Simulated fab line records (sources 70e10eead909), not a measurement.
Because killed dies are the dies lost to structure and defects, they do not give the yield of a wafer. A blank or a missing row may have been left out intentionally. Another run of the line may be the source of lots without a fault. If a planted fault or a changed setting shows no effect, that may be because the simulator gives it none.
fab line records + flow nand-harc + part 2 of 2: steps 21 to 28 of 28
[record]
- lots = 5
- wafers = 15
- last-day = 22
route steps=1159 shown A_STAIRCASE@587
lots that met no fault: taken from a fault-free run of the same line
start-h: the number of hours between the record's first day and the start of the first shown wafer of the lot + wait-h: hours from the lot's prior step to this one + " identical to the entry in the row above + L1.1+2: a row that stands for several wafers + - no value, or no start given + * or withheld: withheld + < > ~ a bound
route shown NAME@n: NAME is a module with steps in the file, n the number in the route of the first one + usual: mean/standard deviation taken from wafers without a fault + same: alike in all rows + chamber/n: place in a boat + sites: readings site by site + _std_site: the values' standard deviation + _edge_site: inner sites' mean taken away from outer sites' mean + radius-mm: for every site, how far away it sits from the centre of the wafer + mask NAME#n: copy n + behind: the most recent tool/chamber to have shaped the wafer + hold: why the lot was held/for how many hours/how that ended + device: whichever transistor did not switch (one of n, p or np) + end of line: the same wafers' tests at the end of the route + a step without rows: its recipe alone + killed: the dies lost at the first sort to structure and to defects; this is not the yield of the wafer + map: shows each die of a wafer: x if killed, . if not, _ if none is there
set.NAME: setting as actually run; set.NAME@STEP: the setting as run at that earlier step + model.NAME: the simulator's own value behind a step, which no gauge read
lots seen at some steps along the route; tables by step, rows by wafer
services: from which hour (start-h, from the record's first day; less than 0 if before it) a tool's chamber was out of use, for how many hours, and why
[[steps]]
[step NHARC_A_STAIRCASE_PEB_215]
[recipe]
- peb-temp-c = 115
- peb-time-s = 130
[usual]
- resist-line-temp-C = 23.02/0.099
| lot.wafer | tool           | chamber | start-h | wait-h | resist-line-temp-C |
|-----------|----------------|---------|---------|--------|--------------------|
| L078.2    | litho-track-05 | 0       | 260.33  | 0.1    | 23.04              |
| L078.3    | "              | 0       | "       | "      | 22.87              |
| L078.4    | "              | 0       | "       | "      | 23.08              |
| L077.2    | litho-track-03 | 0       | 262.68  | 0.1    | 23.11              |
| L077.3    | "              | 0       | "       | "      | 22.93              |
| L077.5    | "              | 0       | "       | "      | 22.96              |
| L079.3    | litho-track-03 | 0       | 271.92  | 0.0    | 23.05              |
| L079.4    | "              | 0       | "       | "      | 23.02              |
| L079.5    | "              | 0       | "       | "      | 23.03              |
| L083.3    | litho-track-05 | 0       | 304.51  | 0.1    | 23.15              |
| L083.4    | "              | 0       | "       | "      | 23.22              |
| L083.5    | "              | 0       | "       | "      | 23.16              |
| L085.4    | litho-track-07 | 0       | 328.77  | 0.0    | 23.12              |
| L085.5    | "              | 0       | "       | "      | 23.23              |
| L085.6    | "              | 0       | "       | "      | 23.03              |
[step NHARC_A_STAIRCASE_DEVELOP_216]
[recipe]
- time-s = 140
[usual]
- resist-line-temp-C = 23.02/0.09
| lot.wafer | tool           | chamber | start-h | wait-h | resist-line-temp-C |
|-----------|----------------|---------|---------|--------|--------------------|
| L078.2    | litho-track-05 | 0       | -       | -      | 22.91              |
| L078.3    | "              | 0       | "       | "      | 23.06              |
| L078.4    | "              | 0       | "       | "      | 23.12              |
| L077.2    | litho-track-03 | 0       | -       | -      | 22.99              |
| L077.3    | "              | 0       | "       | "      | 22.94              |
| L077.5    | "              | 0       | "       | "      | 22.96              |
| L079.3    | litho-track-03 | 0       | -       | -      | 22.98              |
| L079.4    | "              | 0       | "       | "      | 22.88              |
| L079.5    | "              | 0       | "       | "      | 23.03              |
| L083.3    | litho-track-05 | 0       | -       | -      | 23.06              |
| L083.4    | "              | 0       | "       | "      | 23.21              |
| L083.5    | "              | 0       | "       | "      | 23.02              |
| L085.4    | litho-track-07 | 0       | -       | -      | 23.00              |
| L085.5    | "              | 0       | "       | "      | 22.95              |
| L085.6    | "              | 0       | "       | "      | 23.02              |
[step NHARC_A_STAIRCASE_HARDBAKE_218]
[recipe]
- temp-c = 120
- time-s = 140
[usual]
- resist-line-temp-C = 23.00/0.12
| lot.wafer | tool           | chamber | start-h | wait-h | resist-line-temp-C |
|-----------|----------------|---------|---------|--------|--------------------|
| L078.2    | litho-track-03 | 0       | 260.56  | -      | 23.07              |
| L078.3    | "              | 0       | "       | "      | 23.17              |
| L078.4    | "              | 0       | "       | "      | 23.16              |
| L077.2    | litho-track-03 | 0       | 262.90  | -      | 23.11              |
| L077.3    | "              | 0       | "       | "      | 23.02              |
| L077.5    | "              | 0       | "       | "      | 23.16              |
| L079.3    | litho-track-05 | 0       | 272.15  | -      | 22.99              |
| L079.4    | "              | 0       | "       | "      | 23.10              |
| L079.5    | "              | 0       | "       | "      | 23.28              |
| L083.3    | litho-track-07 | 0       | 304.74  | -      | 23.14              |
| L083.4    | "              | 0       | "       | "      | 23.02              |
| L083.5    | "              | 0       | "       | "      | 23.00              |
| L085.4    | litho-track-05 | 0       | 329.00  | -      | 22.93              |
| L085.5    | "              | 0       | "       | "      | 23.01              |
| L085.6    | "              | 0       | "       | "      | 22.94              |
[step NHARC_A_STAIRCASE_DESCUM_219]
[recipe]
- time-s = 3
- o2-flow-sccm = 200
- ar-flow-sccm = 0
- bias-power-w = 0
- chemistry = O2
[usual]
- drypump-motor-current-A = 5.7/0.58
- oes-product-au = 0.997/0.011
- rf-vpp-V = 57.8/0.9
- showerhead-plenum-p-Torr = 1.95/0.095
- throttle-valve-pct = 11.311/0.01
| lot.wafer | tool        | chamber | start-h | wait-h | drypump-motor-current-A | oes-product-au | rf-hours-counter-h | rf-vpp-V | showerhead-plenum-p-Torr | throttle-valve-pct |
|-----------|-------------|---------|---------|--------|-------------------------|----------------|--------------------|----------|--------------------------|--------------------|
| L078.3    | rie-diel-07 | 3       | 260.71  | -      | 5.1                     | 0.982          | 6                  | 58.2     | 1.94                     | 11.324             |
| L078.4    | "           | 0       | "       | "      | 5.1                     | 0.982          | 6                  | 58.7     | 2.07                     | 11.300             |
| L078.2    | "           | 1       | "       | "      | 4.9                     | 0.984          | 6                  | 57.6     | 1.96                     | 11.304             |
| L077.3    | rie-diel-07 | 2       | 262.99  | -      | 6.6                     | 1.015          | 7                  | 57.3     | 1.89                     | 11.285             |
| L077.2    | "           | 1       | "       | "      | 4.9                     | 0.981          | 8                  | 56.0     | 1.96                     | 11.316             |
| L077.5    | "           | 3       | "       | "      | 5.1                     | 0.979          | -                  | 58.2     | 1.93                     | 11.311             |
| L079.3    | rie-diel-13 | 3       | 272.24  | -      | 5.2                     | 0.985          | 58                 | 57.3     | 1.89                     | 11.312             |
| L079.5    | "           | 2       | "       | "      | 5.8                     | 0.993          | -                  | 59.4     | 2.06                     | 11.309             |
| L079.4    | "           | 1       | "       | "      | 5.9                     | 1.013          | -                  | 57.4     | 1.80                     | 11.328             |
| L083.4    | rie-diel-07 | 0       | 304.83  | -      | 5.1                     | 0.995          | 21                 | 57.9     | 2.07                     | 11.318             |
| L083.3    | "           | 3       | "       | "      | 5.1                     | 1.013          | 21                 | 56.9     | 1.93                     | 11.326             |
| L083.5    | "           | 0       | "       | "      | 5.0                     | 1.004          | -                  | 58.2     | 2.07                     | 11.322             |
| L085.4    | rie-diel-07 | 0       | 329.11  | -      | 5.1                     | 0.989          | 31                 | 57.6     | 2.07                     | 11.323             |
| L085.5    | "           | 3       | "       | "      | 5.1                     | 1.012          | -                  | 56.6     | 1.93                     | 11.301             |
| L085.6    | "           | 0       | "       | "      | 5.1                     | 0.990          | -                  | 59.0     | 2.07                     | 11.316             |
[step NHARC_A_STAIRCASE_TRIM_220]
[recipe]
- time-s = 211.2
- o2-flow-sccm = 500
- ar-flow-sccm = 0
- bias-w = 0
- chemistry = O2
[usual]
- drypump-motor-current-A = 5.7/0.59
- oes-product-au = 0.995/0.01
- rf-vpp-V = 57.9/0.95
- showerhead-plenum-p-Torr = 3.60/0.16
- throttle-valve-pct = 17.036/0.0092
| lot.wafer | tool        | chamber | start-h | wait-h | drypump-motor-current-A | oes-product-au | rf-hours-counter-h | rf-vpp-V | showerhead-plenum-p-Torr | throttle-valve-pct |
|-----------|-------------|---------|---------|--------|-------------------------|----------------|--------------------|----------|--------------------------|--------------------|
| L078.3    | rie-diel-07 | 0       | 260.81  | 0.1    | 5.1                     | 0.985          | 7                  | 58.6     | 3.80                     | 17.042             |
| L078.2    | "           | 1       | "       | "      | 4.9                     | 0.996          | 6                  | 56.6     | 3.60                     | 17.053             |
| L078.4    | "           | 2       | "       | "      | 6.6                     | 1.020          | 5                  | 57.2     | 3.49                     | 17.029             |
| L077.2    | rie-diel-07 | 0       | 263.18  | 0.2    | 5.1                     | 0.996          | 8                  | 58.6     | 3.80                     | 17.043             |
| L077.3    | "           | 1       | "       | "      | 4.9                     | 0.978          | 8                  | 58.4     | 3.60                     | 17.046             |
| L077.5    | "           | 0       | "       | "      | 5.1                     | 0.978          | -                  | 57.6     | 3.80                     | 17.046             |
| L079.3    | rie-diel-13 | 3       | 272.35  | 0.1    | 5.2                     | 0.992          | 58                 | 57.5     | 3.48                     | 17.038             |
| L079.5    | "           | 3       | "       | "      | 5.2                     | 0.999          | -                  | 58.5     | 3.48                     | 17.029             |
| L079.4    | "           | 1       | "       | "      | 6.0                     | 1.017          | -                  | 57.9     | 3.33                     | 17.032             |
| L083.3    | rie-diel-07 | 1       | 304.93  | 0.1    | 4.9                     | 0.984          | 23                 | 56.4     | 3.59                     | 17.036             |
| L083.4    | "           | 2       | "       | "      | 6.6                     | 1.016          | 22                 | 57.3     | 3.48                     | 17.026             |
| L083.5    | "           | 0       | "       | "      | 5.1                     | 0.995          | -                  | 58.2     | 3.80                     | 17.042             |
| L085.4    | rie-diel-07 | 2       | 329.22  | 0.1    | 6.6                     | 1.010          | 33                 | 59.0     | 3.47                     | 17.029             |
| L085.6    | "           | 1       | "       | "      | 4.9                     | 0.981          | -                  | 57.4     | 3.59                     | 17.031             |
| L085.5    | "           | 2       | "       | "      | 6.6                     | 1.019          | -                  | 56.0     | 3.47                     | 17.049             |
[step NHARC_A_STAIRCASE_ETCH_221]
[recipe]
- target-depth-a = 1000
- time-s = 40.5
- ion-energy-ev = 400
- c4f8-flow-sccm = 20
- o2-flow-sccm = 10
- ar-flow-sccm = withheld
- rf-w = 600
- bias-w = 1000
- chemistry = C4F8/O2
[usual]
- oes-product-au = 0.935/0.016
- rf-vpp-V = 898/5.9
| lot.wafer | tool        | chamber | start-h | wait-h | oes-product-au | rf-hours-counter-h | rf-vpp-V |
|-----------|-------------|---------|---------|--------|----------------|--------------------|----------|
| L078.4    | rie-diel-07 | 3       | -       | -      | 0.924          | 6                  | 898      |
| L078.3    | "           | 0       | "       | "      | 0.918          | 7                  | 907      |
| L078.2    | "           | 1       | "       | "      | 0.918          | 6                  | 899      |
| L077.3    | rie-diel-07 | 2       | -       | -      | 0.943          | 7                  | 895      |
| L077.2    | "           | 3       | "       | "      | 0.924          | 7                  | 897      |
| L077.5    | "           | 0       | "       | "      | 0.923          | -                  | 906      |
| L079.3    | rie-diel-13 | 3       | -       | -      | 0.922          | 59                 | 894      |
| L079.4    | "           | 2       | "       | "      | 0.933          | -                  | 905      |
| L079.5    | "           | 3       | "       | "      | 0.918          | -                  | 894      |
| L083.4    | rie-diel-07 | 1       | -       | -      | 0.926          | 23                 | 898      |
| L083.3    | "           | 3       | "       | "      | 0.968          | 21                 | 896      |
| L083.5    | "           | 1       | "       | "      | 0.932          | -                  | 898      |
| L085.4    | rie-diel-07 | 1       | -       | -      | 0.908          | 34                 | 899      |
| L085.5    | "           | 3       | "       | "      | 0.936          | -                  | 898      |
| L085.6    | "           | 0       | "       | "      | 0.909          | -                  | 905      |
[step NHARC_A_STAIRCASE_TRIM_222]
[recipe]
- time-s = 211.2
- o2-flow-sccm = 500
- ar-flow-sccm = 0
- bias-w = 0
- chemistry = O2
[usual]
- drypump-motor-current-A = 5.7/0.59
- oes-product-au = 0.996/0.0099
- rf-vpp-V = 58.0/0.94
- showerhead-plenum-p-Torr = 3.58/0.16
- throttle-valve-pct = 17.037/0.0095
| lot.wafer | tool        | chamber | start-h | wait-h | drypump-motor-current-A | oes-product-au | rf-hours-counter-h | rf-vpp-V | showerhead-plenum-p-Torr | throttle-valve-pct |
|-----------|-------------|---------|---------|--------|-------------------------|----------------|--------------------|----------|--------------------------|--------------------|
| L078.4    | rie-diel-07 | 3       | -       | -      | 5.1                     | 1.003          | 6                  | 58.9     | 3.57                     | 17.063             |
| L078.2    | "           | 0       | "       | "      | 5.1                     | 0.992          | 7                  | 57.1     | 3.80                     | 17.053             |
| L078.3    | "           | 2       | "       | "      | 6.6                     | 1.011          | 6                  | 57.7     | 3.49                     | 17.026             |
| L077.2    | rie-diel-07 | 3       | -       | -      | 5.1                     | 1.002          | 7                  | 57.7     | 3.57                     | 17.035             |
| L077.3    | "           | 0       | "       | "      | 5.1                     | 0.993          | 8                  | 57.5     | 3.80                     | 17.043             |
| L077.5    | "           | 2       | "       | "      | 6.6                     | 1.018          | -                  | 58.2     | 3.49                     | 17.039             |
| L079.3    | rie-diel-13 | 1       | -       | -      | 5.9                     | 1.013          | 63                 | 58.6     | 3.33                     | 17.032             |
| L079.5    | "           | 2       | "       | "      | 5.8                     | 1.008          | -                  | 58.3     | 3.77                     | 17.045             |
| L079.4    | "           | 3       | "       | "      | 5.2                     | 0.995          | -                  | 58.3     | 3.48                     | 17.047             |
| L083.4    | rie-diel-07 | 1       | -       | -      | 4.9                     | 0.991          | 23                 | 57.9     | 3.59                     | 17.050             |
| L083.3    | "           | 2       | "       | "      | 6.6                     | 1.021          | 22                 | 56.0     | 3.48                     | 17.050             |
| L083.5    | "           | 1       | "       | "      | 4.9                     | 0.987          | -                  | 57.6     | 3.59                     | 17.027             |
| L085.4    | rie-diel-07 | 1       | -       | -      | 4.9                     | 0.989          | 34                 | 57.8     | 3.59                     | 17.038             |
| L085.6    | "           | 1       | "       | "      | 4.9                     | 0.987          | -                  | 58.6     | 3.59                     | 17.034             |
| L085.5    | "           | 2       | "       | "      | 6.6                     | 1.008          | -                  | 57.4     | 3.47                     | 17.044             |
[step NHARC_A_STAIRCASE_ETCH_223]
[recipe]
- target-depth-a = 1000
- time-s = 40.5
- ion-energy-ev = 400
- c4f8-flow-sccm = 20
- o2-flow-sccm = 10
- ar-flow-sccm = withheld
- rf-w = 600
- bias-w = 1000
- chemistry = C4F8/O2
[usual]
- oes-product-au = 0.936/0.014
- rf-vpp-V = 898/5.9
| lot.wafer | tool        | chamber | start-h | wait-h | oes-product-au | rf-hours-counter-h | rf-vpp-V |
|-----------|-------------|---------|---------|--------|----------------|--------------------|----------|
| L078.3    | rie-diel-07 | 3       | -       | -      | 0.925          | 6                  | 898      |
| L078.4    | "           | 0       | "       | "      | 0.910          | 7                  | 905      |
| L078.2    | "           | 1       | "       | "      | 0.911          | 7                  | 900      |
| L077.2    | rie-diel-07 | 1       | -       | -      | 0.925          | 8                  | 899      |
| L077.3    | "           | 2       | "       | "      | 0.940          | 7                  | 895      |
| L077.5    | "           | 3       | "       | "      | 0.924          | -                  | 898      |
| L079.3    | rie-diel-13 | 2       | -       | -      | 0.950          | 62                 | 904      |
| L079.5    | "           | 3       | "       | "      | 0.931          | -                  | 894      |
| L079.4    | "           | 1       | "       | "      | 0.947          | -                  | 889      |
| L083.4    | rie-diel-07 | 3       | -       | -      | 0.954          | 21                 | 896      |
| L083.3    | "           | 1       | "       | "      | 0.932          | 23                 | 898      |
| L083.5    | "           | 3       | "       | "      | 0.958          | -                  | 897      |
| L085.4    | rie-diel-07 | 2       | -       | -      | 0.948          | 34                 | 894      |
| L085.6    | "           | 3       | "       | "      | 0.934          | -                  | 896      |
| L085.5    | "           | 0       | "       | "      | 0.930          | -                  | 904      |
[[services]]
| tool            | chamber | start-h | hours | kind                          |
|-----------------|---------|---------|-------|-------------------------------|
| litho-track-05  | -       | 237.01  | 7.0   | pm                            |
| rie-diel-07     | 0       | 238.31  | -     | clean                         |
| rie-diel-07     | 0       | 238.31  | -     | consumable-replace:showerhead |
| rie-diel-07     | 1       | 238.31  | -     | clean                         |
| rie-diel-07     | 2       | 238.31  | -     | clean                         |
| rie-diel-07     | 3       | 238.31  | -     | clean                         |
| krf-scanner-01  | -       | 244.50  | 0.9   | repair                        |
| krf-scanner-02  | -       | 246.16  | 0.5   | repair                        |
| wet-bench-01    | -       | 247.67  | 1.2   | repair                        |
| krf-scanner-01  | -       | 249.83  | 1.1   | repair                        |
| krf-scanner-01  | -       | 256.00  | 4.0   | pm                            |
| rie-diel-07     | 0       | 262.88  | -     | clean                         |
| rie-diel-07     | 1       | 262.88  | -     | clean                         |
| rie-diel-07     | 2       | 262.88  | -     | clean                         |
| rie-diel-07     | 3       | 262.88  | -     | clean                         |
| krf-scanner-02  | -       | 271.45  | 0.4   | repair                        |
| rie-diel-13     | -       | 276.08  | 9.0   | pm                            |
| plasma-asher-01 | -       | 276.63  | 9.0   | pm                            |
| rie-diel-07     | 0       | 287.38  | -     | clean                         |
| rie-diel-07     | 1       | 287.38  | -     | clean                         |
| rie-diel-07     | 2       | 287.38  | -     | clean                         |
| plasma-asher-01 | -       | 295.72  | 9.0   | repair                        |
| krf-scanner-01  | -       | 320.80  | 0.8   | repair                        |
| rie-diel-05     | -       | 321.33  | 2.1   | repair                        |
